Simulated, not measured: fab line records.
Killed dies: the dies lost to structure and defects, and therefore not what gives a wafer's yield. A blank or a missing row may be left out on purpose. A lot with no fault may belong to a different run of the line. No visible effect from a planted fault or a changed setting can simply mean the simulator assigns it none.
Matching of chambers :: flow n5-finfet :: ald-sin-02 running N5_FIN_SAQP_ALD_61: 4 sister chambers
The step deposits SiO2, target thk 4 nm, pulse time 1 s, purge time 2 s. 4 wafers are shown with their chamber, then 9 later ones without.

WAFERS WITH THEIR CHAMBER
wafer: L085.2
chamber: 0
heater-power-w (W): 483

wafer: L086.2
chamber: 3
heater-power-w (W): 467

wafer: L086.3
chamber: 1
heater-power-w (W): 583

wafer: L086.6
chamber: 2
heater-power-w (W): 513

WAFERS WITH NO CHAMBER GIVEN
wafer: L088.1
heater-power-w (W): 552

wafer: L088.2
heater-power-w (W): 500

wafer: L088.3
heater-power-w (W): 466

wafer: L088.4
heater-power-w (W): 488

wafer: L088.5
heater-power-w (W): 481

wafer: L088.6
heater-power-w (W): 464

wafer: L089.1
heater-power-w (W): 586

wafer: L089.2
heater-power-w (W): 467

wafer: L089.5
heater-power-w (W): 503

WHICH CHAMBER EACH WENT THROUGH
wafer: L088.1
from the rows above: can't be placed: 1 or 2
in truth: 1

wafer: L088.2
from the rows above: can't be placed: 2 or 0 or 3
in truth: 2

wafer: L088.3
from the rows above: can't be placed: 3 or 0
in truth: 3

wafer: L088.4
from the rows above: can't be placed: 0 or 3 or 2
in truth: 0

wafer: L088.5
from the rows above: can't be placed: 0 or 3
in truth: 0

wafer: L088.6
from the rows above: can't be placed: 3 or 0
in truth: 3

wafer: L089.1
from the rows above: 1
in truth: 1

wafer: L089.2
from the rows above: can't be placed: 3 or 0
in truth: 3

wafer: L089.5
from the rows above: can't be placed: 2 or 0
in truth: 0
1 of 9 placed correctly. Not placeable from these rows: 8 (in 8, the candidates include the true chamber). 0 placed wrongly.
How it was worked out, from the rows above alone: a wafer's distance from a chamber is the root of the sum, over the readings, of the square of ((its reading less the chamber's mean) divided by the reading's scatter). The wafer belongs to the nearest chamber; if the next one is less than 2 further off, it can't be placed. For every chamber, the mean is computed from those of its wafers that are shown. The scatter: with one shown wafer a chamber, the root of the mean of the squares of how far each hidden wafer lies from its nearest shown one.
